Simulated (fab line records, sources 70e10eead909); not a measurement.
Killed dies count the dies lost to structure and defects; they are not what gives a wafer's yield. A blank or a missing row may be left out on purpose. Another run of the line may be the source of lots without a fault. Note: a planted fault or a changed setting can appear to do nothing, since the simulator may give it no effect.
Chamber matching / flow nand-harc / 4 sister chambers for NHARC_A_CONTACT_ETCH_75 on rie-diel-11
The step etches the open film in CF4, target depth 39 nm, time 65 s. 4 wafers are shown with their chamber, then 12 later ones without.

## EACH WAFER AND ITS CHAMBER
wafer=L090.6; chamber=3; drypump-motor-current-A (A)=5.1
wafer=L092.1; chamber=1; drypump-motor-current-A (A)=5.3
wafer=L092.4; chamber=2; drypump-motor-current-A (A)=6.6
wafer=L092.6; chamber=0; drypump-motor-current-A (A)=6.0

## WAFERS MISSING THEIR CHAMBER
wafer=L091.1; drypump-motor-current-A (A)=6.0
wafer=L091.2; drypump-motor-current-A (A)=5.3
wafer=L091.3; drypump-motor-current-A (A)=6.7
wafer=L095.3; drypump-motor-current-A (A)=5.2
wafer=L095.4; drypump-motor-current-A (A)=5.3
wafer=L095.5; drypump-motor-current-A (A)=5.3
wafer=L094.1; drypump-motor-current-A (A)=6.7
wafer=L094.3; drypump-motor-current-A (A)=5.2
wafer=L094.6; drypump-motor-current-A (A)=5.2
wafer=L097.3; drypump-motor-current-A (A)=6.0
wafer=L097.4; drypump-motor-current-A (A)=5.2
wafer=L097.6; drypump-motor-current-A (A)=5.3

## EACH ONE'S CHAMBER
wafer=L091.1; from the rows above=0; in truth=0
wafer=L091.2; from the rows above=1; in truth=1
wafer=L091.3; from the rows above=2; in truth=2
wafer=L095.3; from the rows above=can't be placed: 1 or 3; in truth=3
wafer=L095.4; from the rows above=1; in truth=1
wafer=L095.5; from the rows above=1; in truth=1
wafer=L094.1; from the rows above=2; in truth=2
wafer=L094.3; from the rows above=can't be placed: 1 or 3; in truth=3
wafer=L094.6; from the rows above=can't be placed: 1 or 3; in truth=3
wafer=L097.3; from the rows above=0; in truth=0
wafer=L097.4; from the rows above=can't be placed: 1 or 3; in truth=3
wafer=L097.6; from the rows above=1; in truth=1
8 of 12 placed correctly. From these rows, 4 cannot be placed; in 4 the true chamber is one of the candidates. 0 placed wrongly.
How it was worked out, from the rows above alone: a wafer's distance from a chamber is the root of the sum, over the readings, of the square of ((its reading less the chamber's mean) divided by the reading's scatter). If the next closest chamber is less than 2 further off than the closest, the wafer can't be placed; otherwise it belongs to the closest. Each chamber's mean is taken over the wafers shown for it. The scatter (one wafer shown for each chamber): square how far every hidden wafer sits from the nearest shown wafer, average those squares and take the square root.
